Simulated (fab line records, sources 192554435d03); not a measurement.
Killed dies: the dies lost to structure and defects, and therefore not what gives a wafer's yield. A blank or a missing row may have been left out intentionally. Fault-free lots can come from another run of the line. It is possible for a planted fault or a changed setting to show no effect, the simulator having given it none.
Matching of chambers    flow n5_finfet    4 sister chambers for N5_BEOL_M7_STRIP_67 on rie_diel-03
The step strips in CF4. 14 wafers are shown with their chamber, then 7 later ones without.

WAFERS, EACH WITH ITS CHAMBER
wafer   chamber  oes_product_au (a.u.)  throttle_valve_pct (%)  showerhead_plenum_p_Torr (Torr)
L076.3  2        0.73                   13.69                   1.86
L076.4  1        0.74                   13.74                   1.86
L076.6  1        0.74                   13.73                   1.86
L079.2  1        0.73                   13.75                   1.85
L079.3  2        0.72                   13.71                   1.85
L079.5  0        0.73                   13.37                   1.85
L082.2  0        0.72                   13.37                   1.85
L082.3  2        0.71                   13.75                   1.85
L082.5  2        0.71                   13.74                   1.85
L089.3  0        0.70                   13.41                   1.85
L089.4  2        0.70                   13.79                   1.85
L089.5  1        0.72                   13.80                   1.85
L090.3  0        0.71                   13.42                   1.84
L090.4  3        0.87                   13.43                   1.83

SIGNATURES (averages over the wafers above)
reading                   chamber 0  chamber 1  chamber 2  chamber 3  scatter within a chamber
oes_product_au            0.7150     0.7325     0.7140     0.8700     0.0114
throttle_valve_pct        13.3925    13.7550    13.7360    13.4300    0.033
showerhead_plenum_p_Torr  1.8475     1.8550     1.8520     1.8300     0.00505
Rule: for a wafer and a chamber, the distance is found by dividing, reading by reading, the gap between the wafer's reading and the chamber's mean by the reading's scatter, squaring, summing and taking the root. If the next closest chamber is less than 2 further off than the closest, the wafer can't be placed; otherwise it belongs to the closest. The scatter is the square root of a quotient: the sum, over the shown wafers, of each reading's squared deviation from its chamber's mean, divided by wafers minus chambers.

WAFERS WITHOUT THEIR CHAMBER
wafer   oes_product_au (a.u.)  throttle_valve_pct (%)  showerhead_plenum_p_Torr (Torr)
L090.5  0.71                   13.42                   1.84
L091.1  0.71                   13.41                   1.84
L091.2  0.87                   13.42                   1.83
L091.4  0.72                   13.81                   1.85
L094.1  0.70                   13.43                   1.84
L094.2  0.71                   13.82                   1.84
L094.3  0.70                   13.79                   1.84

CHAMBER TAKEN BY EACH
wafer   from the rows above      in truth
L090.5  0                        0
L091.1  0                        0
L091.2  3                        3
L091.4  can't be placed: 1 or 2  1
L094.1  0                        0
L094.2  can't be placed: 2 or 1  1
L094.3  can't be placed: 2 or 1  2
Correctly placed: 4 of 7. Can't be placed from these rows: 3 (the true chamber is among the candidates in 3). Wrongly placed: 0.
